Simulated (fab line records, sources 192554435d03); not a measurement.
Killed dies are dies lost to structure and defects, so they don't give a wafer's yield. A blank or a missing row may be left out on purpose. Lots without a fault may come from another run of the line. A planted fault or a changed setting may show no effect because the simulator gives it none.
Chamber matching | flow n5_finfet | N5_DUMMY_GATE_ETCH_37 on rie_diel-01: 4 sister chambers
The step etches SOC in N2/H2, target depth 60 nm, overetch 30 nm. 4 wafers are shown with their chamber, then 9 later ones without.

WAFERS WITH THEIR CHAMBER
wafer  | chamber | showerhead_plenum_p_Torr (Torr)
L832.2 | 1       | 2.45
L832.5 | 0       | 2.67
L834.3 | 3       | 2.48
L834.5 | 2       | 2.49

WAFERS WITHOUT THEIR CHAMBER
wafer  | showerhead_plenum_p_Torr (Torr)
L838.2 | 2.45
L838.4 | 2.49
L838.5 | 2.45
L840.1 | 2.48
L840.2 | 2.45
L840.3 | 2.66
L843.3 | 2.45
L843.4 | 2.66
L843.6 | 2.47

WHICH CHAMBER EACH WENT THROUGH
wafer  | from the rows above          | in truth
L838.2 | 1                            | 1
L838.4 | can't be placed: 2 or 3      | 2
L838.5 | 1                            | 1
L840.1 | can't be placed: 3 or 2      | 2
L840.2 | 1                            | 1
L840.3 | 0                            | 0
L843.3 | 1                            | 1
L843.4 | 0                            | 0
L843.6 | can't be placed: 3 or 1 or 2 | 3
Placed correctly: 6 of 9. Can't be placed from these rows: 3 (the true chamber is among the candidates in 3). Placed wrongly: 0.
How it was worked out, from the rows above alone: a wafer's distance from a chamber is the root of the sum, over the readings, of the square of ((its reading less the chamber's mean) divided by the reading's scatter). The wafer belongs to the nearest chamber; if the next one is less than 2 further off, it can't be placed. A chamber's mean is the mean of its shown wafers. The scatter: with one shown wafer a chamber, the root of the mean of the squares of how far each hidden wafer lies from its nearest shown one.
